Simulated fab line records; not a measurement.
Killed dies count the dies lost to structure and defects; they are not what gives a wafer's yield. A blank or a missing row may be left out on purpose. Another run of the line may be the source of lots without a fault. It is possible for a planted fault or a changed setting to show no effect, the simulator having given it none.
Chamber matching | flow n5 finfet | uv cure-01 running N5_BEOL_M5_CURE_80: 3 sister chambers
The step cures SiCOH lowk, time 120 s. 3 wafers are shown with their chamber, then 7 later ones without.

WAFERS WITH THEIR CHAMBER
wafer  | chamber | wafer_temp_C_max
L633.5 | 2       | 372.2
L639.4 | 1       | 371.2
L647.3 | 0       | 372.4

WAFERS WHOSE CHAMBER IS MISSING
wafer  | wafer_temp_C_max
L647.4 | 372.0
L648.3 | 372.2
L648.4 | 372.4
L648.5 | 372.5
L649.2 | 372.1
L649.3 | 372.3
L649.5 | 371.6

CHAMBER TAKEN BY EACH
wafer  | from the rows above     | in truth
L647.4 | can't be placed: 2 or 0 | 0
L648.3 | can't be placed: 2 or 0 | 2
L648.4 | can't be placed: 0 or 2 | 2
L648.5 | can't be placed: 0 or 2 | 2
L649.2 | can't be placed: 2 or 0 | 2
L649.3 | can't be placed: 0 or 2 | 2
L649.5 | can't be placed: 1 or 2 | 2
Correct placement for 0 of the 7. Can't be placed from these rows: 7 (the true chamber is among the candidates in 7). Wrongly placed: 0.
How it was worked out, from the rows above alone: a wafer's distance from a chamber is the root of the sum, over the readings, of the square of ((its reading less the chamber's mean) divided by the reading's scatter). The wafer belongs to the nearest chamber; if the next one is less than 2 further off, it can't be placed. For every chamber, the mean is computed from those of its wafers that are shown. The scatter (one wafer shown for each chamber): square how far every hidden wafer sits from the nearest shown wafer, average those squares and take the square root.
